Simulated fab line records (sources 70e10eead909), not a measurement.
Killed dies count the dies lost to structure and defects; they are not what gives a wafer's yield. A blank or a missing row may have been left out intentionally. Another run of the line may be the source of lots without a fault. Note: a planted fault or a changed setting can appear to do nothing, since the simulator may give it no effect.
fab line records	flow nandHarc
[record] lots = 6	wafers = 18	lastDay = 33
route steps=1302 shown A_ONON_D2@548 END@1302
lots that met no fault: from a run of the same line without faults
startH: the number of hours between the record's first day and the start of the first shown wafer of the lot	waitH: how many hours have passed since the lot's step before this one	" identical to the entry in the row above	L1.1+2: a row that stands for several wafers	- no value, or no start given	* or withheld: withheld	< > ~ a bound
route shown NAME@n: names a module that has steps shown in the file, with the first one's number in the route	usual: average and standard deviation across the fault-free wafers	same: alike in all rows	chamber/n: place in a boat	sites: readings site by site	_std_site: the values' standard deviation	_edge_site: inner sites' mean taken away from outer sites' mean	radiusMm: how far each site lies from the wafer's centre	mask NAME#n: copy n	behind: the last tool/chamber to shape the wafer	hold: why the lot was held/for how many hours/how that ended	device: whichever transistor did not switch (one of n, p or np)	end of line: at the end of the route, the tests of the same wafers	a step with no rows: only its recipe	killed: count of dies lost to structure and defects at first sort (not the wafer's yield)	map: dies across one wafer; x = killed, . = not, _ = none there
set.NAME: setting as actually run; set.NAME@STEP: the setting as run at that earlier step	model.NAME: the simulator's own value behind a step, which no gauge read
lots at selected steps of the route; one table per step, one row per wafer
services: when a tool's chamber went out of use (startH, in hours from the record's first day, below 0 if earlier), for how many hours, and the reason
[[steps]]
[step NHARC_A_ONON_D2_THK_MEAS_05]
[recipe] thkMeasGauge = ellipsometry
[usual] thkNm = 1000/7.3
lot.wafer	tool	chamber	startH	waitH	thkNm
L452.1	filmMetro-01	-	294.89	-	1008
L452.3	"	-	"	"	1007
L452.4	"	-	"	"	1008
L458.3	filmMetro-02	-	340.41	-	1008
L458.4	"	-	"	"	1006
L458.6	"	-	"	"	1006
L459.1	filmMetro-01	-	374.18	-	990
L459.3	"	-	"	"	991
L459.6	"	-	"	"	991
L468.1	filmMetro-01	-	454.81	-	997
L468.2	"	-	"	"	994
L468.3	"	-	"	"	996
L469.1	filmMetro-02	-	467.04	-	995
L469.4	"	-	"	"	996
L469.5	"	-	"	"	995
L473.3	filmMetro-02	-	506.27	-	998
L473.4	"	-	"	"	998
L473.6	"	-	"	"	1000
[step NHARC_A_ONON_D2_DEP_06]
[recipe] targetThkA = 10000	n2FlowSccm = 2750	n2oFlowSccm = 2000	nh3FlowSccm = 500	sih4FlowSccm = 210	tempC = 400
[step NHARC_A_ONON_D2_THK_MEAS_08]
[recipe] thkMeasGauge = ellipsometry
[usual] thkNm = 998/6.8
lot.wafer	tool	chamber	startH	waitH	thkNm
L452.1	filmMetro-01	-	295.46	-	999
L452.3	"	-	"	"	998
L452.4	"	-	"	"	998
L458.3	filmMetro-01	-	340.98	-	999
L458.4	"	-	"	"	1002
L458.6	"	-	"	"	1000
L459.1	filmMetro-01	-	374.75	-	1003
L459.3	"	-	"	"	1004
L459.6	"	-	"	"	1004
L468.1	filmMetro-02	-	455.40	-	997
L468.2	"	-	"	"	1001
L468.3	"	-	"	"	1001
L469.1	filmMetro-02	-	467.61	-	991
L469.4	"	-	"	"	991
L469.5	"	-	"	"	990
L473.3	filmMetro-02	-	506.84	-	1009
L473.4	"	-	"	"	1008
L473.6	"	-	"	"	1008
[step NHARC_A_ONON_D2_DEP_09]
[recipe] targetThkA = 10000	n2FlowSccm = 2750	n2oFlowSccm = 2000	nh3FlowSccm = 500	sih4FlowSccm = 210	tempC = 400
[step NHARC_A_ONON_D2_THK_MEAS_11]
[recipe] thkMeasGauge = ellipsometry
[usual] thkNm = 999/10
lot.wafer	tool	chamber	startH	waitH	thkNm
L452.1	filmMetro-02	-	296.03	-	999
L452.3	"	-	"	"	999
L452.4	"	-	"	"	999
L458.3	filmMetro-01	-	341.54	-	995
L458.4	"	-	"	"	998
L458.6	"	-	"	"	996
L459.1	filmMetro-01	-	375.31	-	991
L459.3	"	-	"	"	993
L459.6	"	-	"	"	991
L468.1	filmMetro-01	-	456.08	-	1003
L468.2	"	-	"	"	1003
L468.3	"	-	"	"	1003
L469.1	filmMetro-01	-	468.18	-	996
L469.4	"	-	"	"	998
L469.5	"	-	"	"	997
L473.3	filmMetro-02	-	507.41	-	972
L473.4	"	-	"	"	972
L473.6	"	-	"	"	974
[step NHARC_A_ONON_D2_DEP_12]
[recipe] targetThkA = 10000	n2FlowSccm = 2750	n2oFlowSccm = 2000	nh3FlowSccm = 500	sih4FlowSccm = 210	tempC = 400
[step NHARC_A_ONON_D2_THK_MEAS_14]
[recipe] thkMeasGauge = ellipsometry
[usual] thkNm = 998/9
lot.wafer	tool	chamber	startH	waitH	thkNm
L452.1	filmMetro-01	-	296.59	-	1002
L452.3	"	-	"	"	1002
L452.4	"	-	"	"	1002
L458.3	filmMetro-02	-	342.11	-	1011
L458.4	"	-	"	"	1010
L458.6	"	-	"	"	1011
L459.1	filmMetro-01	-	375.88	-	977
L459.3	"	-	"	"	977
L459.6	"	-	"	"	977
L468.1	filmMetro-02	-	456.65	-	994
L468.2	"	-	"	"	994
L468.3	"	-	"	"	995
L469.1	filmMetro-01	-	468.74	-	994
L469.4	"	-	"	"	993
L469.5	"	-	"	"	994
L473.3	filmMetro-02	-	507.97	-	1014
L473.4	"	-	"	"	1015
L473.6	"	-	"	"	1015
[step NHARC_A_ONON_D2_ANNEAL_15]
[recipe] tempC = 750	timeS = 3600
[step NHARC_A_ONON_D2_DEP_16]
[recipe] targetThkA = 10000	n2FlowSccm = 2750	n2oFlowSccm = 2000	nh3FlowSccm = 500	sih4FlowSccm = 210	tempC = 400
[step NHARC_A_ONON_D2_THK_MEAS_18]
[recipe] thkMeasGauge = ellipsometry
[usual] thkNm = 997/9.6
lot.wafer	tool	chamber	startH	waitH	thkNm
L452.1	filmMetro-02	-	304.01	-	1015
L452.3	"	-	"	"	1014
L452.4	"	-	"	"	1014
L458.3	filmMetro-01	-	349.69	-	1009
L458.4	"	-	"	"	1008
L458.6	"	-	"	"	1009
L459.1	filmMetro-01	-	383.56	-	993
L459.3	"	-	"	"	993
L459.6	"	-	"	"	992
L468.1	filmMetro-02	-	465.57	-	993
L468.2	"	-	"	"	992
L468.3	"	-	"	"	991
L469.1	filmMetro-01	-	476.43	-	1000
L469.4	"	-	"	"	1002
L469.5	"	-	"	"	1001
L473.3	filmMetro-01	-	516.26	-	994
L473.4	"	-	"	"	993
L473.6	"	-	"	"	993
[step NHARC_A_ONON_D2_DEP_19]
[recipe] targetThkA = 10000	n2FlowSccm = 2750	n2oFlowSccm = 2000	nh3FlowSccm = 500	sih4FlowSccm = 210	tempC = 400
[step NHARC_A_ONON_D2_THK_MEAS_21]
[recipe] thkMeasGauge = ellipsometry
[usual] thkNm = 1002/9
lot.wafer	tool	chamber	startH	waitH	thkNm
L452.1	filmMetro-01	-	304.58	-	984
L452.3	"	-	"	"	983
L452.4	"	-	"	"	985
L458.3	filmMetro-01	-	350.25	-	986
L458.4	"	-	"	"	984
L458.6	"	-	"	"	983
L459.1	filmMetro-01	-	384.12	-	1006
L459.3	"	-	"	"	1004
L459.6	"	-	"	"	1005
L468.1	filmMetro-01	-	466.14	-	1000
L468.2	"	-	"	"	998
L468.3	"	-	"	"	999
L469.1	filmMetro-01	-	477.00	-	1007
L469.4	"	-	"	"	1006
L469.5	"	-	"	"	1007
L473.3	filmMetro-01	-	516.82	-	1007
L473.4	"	-	"	"	1007
L473.6	"	-	"	"	1006
[step NHARC_A_ONON_D2_DEP_22]
[recipe] targetThkA = 10000	n2FlowSccm = 2750	n2oFlowSccm = 2000	nh3FlowSccm = 500	sih4FlowSccm = 210	tempC = 400
[usual] n2FlowSccm = 2749/7.6	n2oFlowSccm = 2001/5.5	susceptorTempC = 400.06/0.23
lot.wafer	tool	chamber	startH	waitH	n2FlowSccm	n2oFlowSccm	susceptorTempC
L452.1	pecvdOnon-02	0	304.63	0.1	2746	1997	399.92
L452.3	"	0	"	"	2750	2003	400.21
L452.4	"	0	"	"	2744	1991	399.72
L458.3	pecvdOnon-01	-	350.42	0.2	-	-	-
L458.4	"	-	"	"	-	-	-
L458.6	"	-	"	"	-	-	-
L459.1	pecvdOnon-04	-	384.18	0.1	-	-	-
L459.3	"	-	"	"	-	-	-
L459.6	"	-	"	"	-	-	-
L468.1	pecvdOnon-02	0	466.32	0.2	2755	2001	400.36
L468.2	"	0	"	"	2754	1995	400.26
L468.3	"	0	"	"	2751	1988	400.03
L469.1	pecvdOnon-02	0	477.06	0.1	2763	1996	400.22
L469.4	"	0	"	"	2755	1998	400.22
L469.5	"	0	"	"	2757	1999	400.25
L473.3	pecvdOnon-04	0	516.99	0.2	2745	1996	399.81
L473.4	"	0	"	"	2745	2008	400.10
L473.6	"	0	"	"	2743	1993	399.65
[step NHARC_END_SORT_01]
[recipe] tempC = 25
[usual] killedAtArray = 61/24	killedAtOther = 1.2/1.3	killedAtPeriphery = 3.7/2.6	killedDies = 66/23	killedOpen = 3.3/1.8	killedShort = 2.4/1.6
[same] grossDies = 677
lot.wafer	tool	chamber	startH	waitH	killedAtArray	killedAtOther	killedAtPeriphery	killedDies	killedOpen	killedShort
L458.3	prober-01	0	623.65	3.1	677	0	0	677	1	2
L458.4	prober-01	0	624.45	3.4	673	1	3	677	2	1
L458.6	prober-01	0	626.04	4.0	672	1	4	677	7	2
L459.1	prober-01	0	656.48	2.5	674	3	0	677	4	2
L459.3	prober-01	0	658.08	3.1	677	0	0	677	5	1
L459.6	prober-01	0	660.47	4.0	674	3	0	677	2	3
// killed by level:class
L458.3 A_ONON_D2:areaDep=565 A_CHANNEL_HOLE_D1:chamberFilmFlake=34 A_SLIT:chamberFilmFlake=34 A_CHANNEL_HOLE_D2:chamberFilmFlake=33 A_STAIRCASE:chamberFilmFlake=4 A_CONTACT:chamberFilmFlake=4 A_CHANNEL_FILL_D1:geometricParticle:short=1 A_CHANNEL_FILL_D2:geometricParticle:short=1
L458.4 A_ONON_D2:areaDep=575 A_CHANNEL_HOLE_D2:chamberFilmFlake=32 A_CHANNEL_HOLE_D1:chamberFilmFlake=29 A_SLIT:chamberFilmFlake=25 A_CONTACT:chamberFilmFlake=4 P_BONDPAD:chamberFilmFlake=2 A_STAIRCASE:chamberFilmFlake=2 A_WL_FILL:chamberFilmFlake=2
L458.6 A_ONON_D2:areaDep=567 A_SLIT:chamberFilmFlake=32 A_CHANNEL_HOLE_D2:chamberFilmFlake=30 A_CHANNEL_HOLE_D1:chamberFilmFlake=28 A_WL_FILL:chamberFilmFlake=4 A_CONTACT:chamberFilmFlake=2 P_CONTACT:geometricParticle:open=1 P_M1:geometricParticle:open=1
L459.1 A_ONON_D2:areaDep=620 A_SLIT:chamberFilmFlake=25 A_CHANNEL_HOLE_D2:chamberFilmFlake=16 THIN_TSV:chamberFilmFlake=3 A_CHANNEL_HOLE_D1:chamberFilmFlake=2 A_STAIRCASE:chamberFilmFlake=2 A_SOURCE_PLATE:geometricParticle:open=1 A_SOURCE_PLATE:geometricParticle:short=1
L459.3 A_ONON_D2:areaDep=610 A_SLIT:chamberFilmFlake=32 A_CHANNEL_HOLE_D2:chamberFilmFlake=18 A_CHANNEL_HOLE_D1:chamberFilmFlake=7 A_CONTACT:chamberFilmFlake=3 A_ONON_D2:geometricParticle:open=2 A_SOURCE_PLATE:geometricParticle:open=1 A_ONON_D2:geometricParticle:short=1
L459.6 A_ONON_D2:areaDep=624 A_SLIT:chamberFilmFlake=25 A_CHANNEL_HOLE_D2:chamberFilmFlake=14 THIN_TSV:chamberFilmFlake=3 A_CHANNEL_FILL_D2:geometricParticle:short=2 A_STAIRCASE:chamberFilmFlake=2 A_ONON_D2:geometricParticle:short=1 A_CHANNEL_FILL_D2:geometricParticle:open=1
// map L458.3 (x killed, . not)
____________x____________
_________xxxxxxx_________
_______xxxxxxxxxxx_______
______xxxxxxxxxxxxx______
_____xxxxxxxxxxxxxxx_____
____xxxxxxxxxxxxxxxxx____
____xxxxxxxxxxxxxxxxx____
___xxxxxxxxxxxxxxxxxxx___
___xxxxxxxxxxxxxxxxxxx___
__xxxxxxxxxxxxxxxxxxxxx__
__xxxxxxxxxxxxxxxxxxxxx__
_xxxxxxxxxxxxxxxxxxxxxxx_
_xxxxxxxxxxxxxxxxxxxxxxx_
_xxxxxxxxxxxxxxxxxxxxxxx_
_xxxxxxxxxxxxxxxxxxxxxxx_
_xxxxxxxxxxxxxxxxxxxxxxx_
xxxxxxxxxxxxxxxxxxxxxxxxx
xxxxxxxxxxxxxxxxxxxxxxxxx
xxxxxxxxxxxxxxxxxxxxxxxxx
xxxxxxxxxxxxxxxxxxxxxxxxx
xxxxxxxxxxxxxxxxxxxxxxxxx
_xxxxxxxxxxxxxxxxxxxxxxx_
_xxxxxxxxxxxxxxxxxxxxxxx_
_xxxxxxxxxxxxxxxxxxxxxxx_
_xxxxxxxxxxxxxxxxxxxxxxx_
_xxxxxxxxxxxxxxxxxxxxxxx_
__xxxxxxxxxxxxxxxxxxxxx__
__xxxxxxxxxxxxxxxxxxxxx__
___xxxxxxxxxxxxxxxxxxx___
___xxxxxxxxxxxxxxxxxxx___
____xxxxxxxxxxxxxxxxx____
____xxxxxxxxxxxxxxxxx____
_____xxxxxxxxxxxxxxx_____
______xxxxxxxxxxxxx______
_______xxxxxxxxxxx_______
_________xxxxxxx_________
____________x____________
// map L459.1 (x killed, . not)
____________x____________
_________xxxxxxx_________
_______xxxxxxxxxxx_______
______xxxxxxxxxxxxx______
_____xxxxxxxxxxxxxxx_____
____xxxxxxxxxxxxxxxxx____
____xxxxxxxxxxxxxxxxx____
___xxxxxxxxxxxxxxxxxxx___
___xxxxxxxxxxxxxxxxxxx___
__xxxxxxxxxxxxxxxxxxxxx__
__xxxxxxxxxxxxxxxxxxxxx__
_xxxxxxxxxxxxxxxxxxxxxxx_
_xxxxxxxxxxxxxxxxxxxxxxx_
_xxxxxxxxxxxxxxxxxxxxxxx_
_xxxxxxxxxxxxxxxxxxxxxxx_
_xxxxxxxxxxxxxxxxxxxxxxx_
xxxxxxxxxxxxxxxxxxxxxxxxx
xxxxxxxxxxxxxxxxxxxxxxxxx
xxxxxxxxxxxxxxxxxxxxxxxxx
xxxxxxxxxxxxxxxxxxxxxxxxx
xxxxxxxxxxxxxxxxxxxxxxxxx
_xxxxxxxxxxxxxxxxxxxxxxx_
_xxxxxxxxxxxxxxxxxxxxxxx_
_xxxxxxxxxxxxxxxxxxxxxxx_
_xxxxxxxxxxxxxxxxxxxxxxx_
_xxxxxxxxxxxxxxxxxxxxxxx_
__xxxxxxxxxxxxxxxxxxxxx__
__xxxxxxxxxxxxxxxxxxxxx__
___xxxxxxxxxxxxxxxxxxx___
___xxxxxxxxxxxxxxxxxxx___
____xxxxxxxxxxxxxxxxx____
____xxxxxxxxxxxxxxxxx____
_____xxxxxxxxxxxxxxx_____
______xxxxxxxxxxxxx______
_______xxxxxxxxxxx_______
_________xxxxxxx_________
____________x____________
[[services]]
tool	chamber	startH	hours	kind
pecvdOnon-04	-	311.00	13.0	pm
pecvdOnon-02	-	366.14	13.0	pm
pecvdOnon-01	-	450.00	13.0	pm
pecvdOnon-04	-	492.00	13.0	pm
[[key]]
[firstSign] step = NHARC_A_ONON_D2_DEP_22	reading = toolRecord	direction = missing
[effect] step = NHARC_END_SORT_01	reading = killedDies	direction = up	sigmas = 27	usual = 66	struck = 677
[moreKillsBornAt] NHARC_A_ONON_D2_DEP_22@pecvdOnon-04 = 1854	NHARC_A_ONON_D2_DEP_22@pecvdOnon-01 = 1707
metAt NHARC_A_ONON_D2_DEP_22
struckWafers L458.3,L458.4,L458.6,L459.1,L459.3,L459.6
laterRowsLeftOut L458.3,L458.4,L458.6,L459.1,L459.3,L459.6
testerLeftOut L458,L459
[fault] kind = skippedStepWhole	tool = pecvdOnon-01,pecvdOnon-04	chamber = -	onsetH = 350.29	steps = NHARC_A_ONON_D2_DEP_22	scope = struckLotsOnly
// testerLeftOut: of these lots the tester's yield and bins aren't shown, on N5 and GAA mostly nor the transistor test; their killed dies are dies lost to structure and defects alone, not to doping, threshold or leakage, so they don't give the yield
// laterRowsLeftOut: the simulator's readings of these wafers behind a module that went badly wrong aren't trusted and aren't shown, but for the sort
